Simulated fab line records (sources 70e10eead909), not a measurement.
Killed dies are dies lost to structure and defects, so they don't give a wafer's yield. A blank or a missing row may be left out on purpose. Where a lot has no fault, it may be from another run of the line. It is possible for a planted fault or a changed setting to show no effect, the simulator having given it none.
Chamber matching -- flow nand harc -- NHARC_A_CONTACT_DESCUM_47 on rie diel-13: 4 sister chambers
The step chemistry O2, time 3 s. 4 wafers are shown with their chamber, then 12 later ones without.

## WAFERS PAIRED WITH THEIR CHAMBERS
wafer,chamber,showerhead plenum p Torr (Torr)
L088.2,0,1.88
L088.3,2,1.97
L093.1,3,1.91
L093.5,1,1.85

## WAFERS WITH NO CHAMBER GIVEN
wafer,showerhead plenum p Torr (Torr)
L092.1,1.85
L092.2,1.91
L092.3,1.97
L095.1,1.88
L095.3,1.85
L095.5,1.85
L094.1,1.85
L094.4,1.88
L094.6,1.88
L097.1,1.96
L097.4,1.85
L097.5,1.90

## CHAMBER TAKEN BY EACH
wafer,from the rows above,in truth
L092.1,1,1
L092.2,3,3
L092.3,2,2
L095.1,0,0
L095.3,1,1
L095.5,1,1
L094.1,1,1
L094.4,0,0
L094.6,0,0
L097.1,2,2
L097.4,1,1
L097.5,3,3
Correct placement for 12 of the 12. Left unplaced by these rows: 0. Wrongly placed: 0.
How it was worked out, from the rows above alone: a wafer's distance from a chamber is the root of the sum, over the readings, of the square of ((its reading less the chamber's mean) divided by the reading's scatter). The wafer belongs to the nearest chamber; if the next one is less than 2 further off, it can't be placed. A chamber's mean is the mean of its shown wafers. The scatter: with one shown wafer a chamber, the root of the mean of the squares of how far each hidden wafer lies from its nearest shown one.
